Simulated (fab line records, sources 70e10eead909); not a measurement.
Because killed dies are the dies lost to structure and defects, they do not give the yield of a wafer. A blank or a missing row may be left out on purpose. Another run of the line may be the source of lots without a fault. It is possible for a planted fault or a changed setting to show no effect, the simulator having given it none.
A lot that was struck, set against a sound lot ; flow nand_harc ; 14 steps out of a route of 1302
Sound: the wafers L326.3, L326.4, L326.6. Struck: wafer L329.1 (left out: L329.2, L329.4 of the same lot, which were not struck); the cause appears at the end.
At each step with rows: each side's tool, then ch and its chambers, then its first start. Under that, the readings that differ: sound wafers ; struck wafers ; difference of the means ; sigmas: that difference in standard deviations of wafers without a fault.
alike: readings with means less than 2 such deviations apart, plus words and numbers identical on both sides. not compared: withheld readings, readings lacking a value on some wafer, bounds such as >300 that could conceal the same value, and numbers that have no deviation in the record and whose values overlap.
A row with sigmas, a row that says differs or no value, or rows on one side alone: a step with any of these is where the two part. Numbers that don't overlap but have no deviation are shown without sigmas and don't part them. A reading that every wafer of one side lacks parts them only if that side has two wafers or more.

NHARC_A_SOURCE_PLATE_THK_MEAS_09: measures by ellipsometry.
  sound on film_metro-02, day 7 17:42; struck on film_metro-01, day 8 16:46
  alike: thk_nm
then, 3 steps without rows for these wafers: NHARC_A_SOURCE_PLATE_PVD_04 (deposits WSi2, target thk 50 nm); NHARC_A_SOURCE_PLATE_CVD_03 (deposits poly-Si, target thk 200 nm, time 4000 s); NHARC_A_SOURCE_PLATE_ANNEAL_05 (time 1800 s).
NHARC_A_SOURCE_PLATE_THK_MEAS_06: measures by ellipsometry.
  sound on film_metro-02, day 8 06:13; struck on film_metro-02, day 9 06:10
  alike: thk_nm
NHARC_A_SOURCE_PLATE_INSPECT_08:
  sound on defect_inspect-01, day 8 06:19; struck on defect_inspect-01, day 9 06:13
  alike: raw_defect_count
then, no rows for these wafers at 1 step: NHARC_A_ONON_D1_DEP_00 (target thk 1000 nm).
NHARC_A_ONON_D1_THK_MEAS_02: measures by ellipsometry.
  sound on film_metro-02, day 8 06:53; struck on film_metro-01, day 9 06:48
  alike: thk_nm
then, no rows for these wafers at 1 step: NHARC_A_ONON_D1_DEP_03 (target thk 1000 nm).
NHARC_A_ONON_D1_THK_MEAS_05: measures by ellipsometry.
  sound on film_metro-02, day 8 07:27; struck on film_metro-01, day 9 07:22
  alike: thk_nm
NHARC_A_ONON_D1_DEP_06: target thk 1000 nm.
  sound on pecvd_onon-02 ch 0, day 8 07:37; struck on pecvd_onon-01 ch 0, day 9 07:25
NHARC_A_ONON_D1_THK_MEAS_08: measures by ellipsometry.
  sound on film_metro-01, day 8 08:01; struck on film_metro-02, day 9 07:56
reading;sound;struck;difference;sigmas
thk_nm (nm);997 998 998;1456;+458;+54
then, no rows for these wafers at 1 step: NHARC_A_ONON_D1_DEP_09 (target thk 1000 nm).
-- record jumps: 17 days between struck wafers' starts before vs after; left off in module A_ONON_D1, resumes in module END, first step shown is number 1302 of the route --
NHARC_END_SORT_01:
  at this point the record logs the struck wafers (prober-01 ch 0, day 26 05:04) and has no rows for the sound ones

## WHERE THEY PART
Last at NHARC_END_SORT_01 as far as this record goes, first at NHARC_A_ONON_D1_THK_MEAS_08.

WHY: the cause the simulator had injected
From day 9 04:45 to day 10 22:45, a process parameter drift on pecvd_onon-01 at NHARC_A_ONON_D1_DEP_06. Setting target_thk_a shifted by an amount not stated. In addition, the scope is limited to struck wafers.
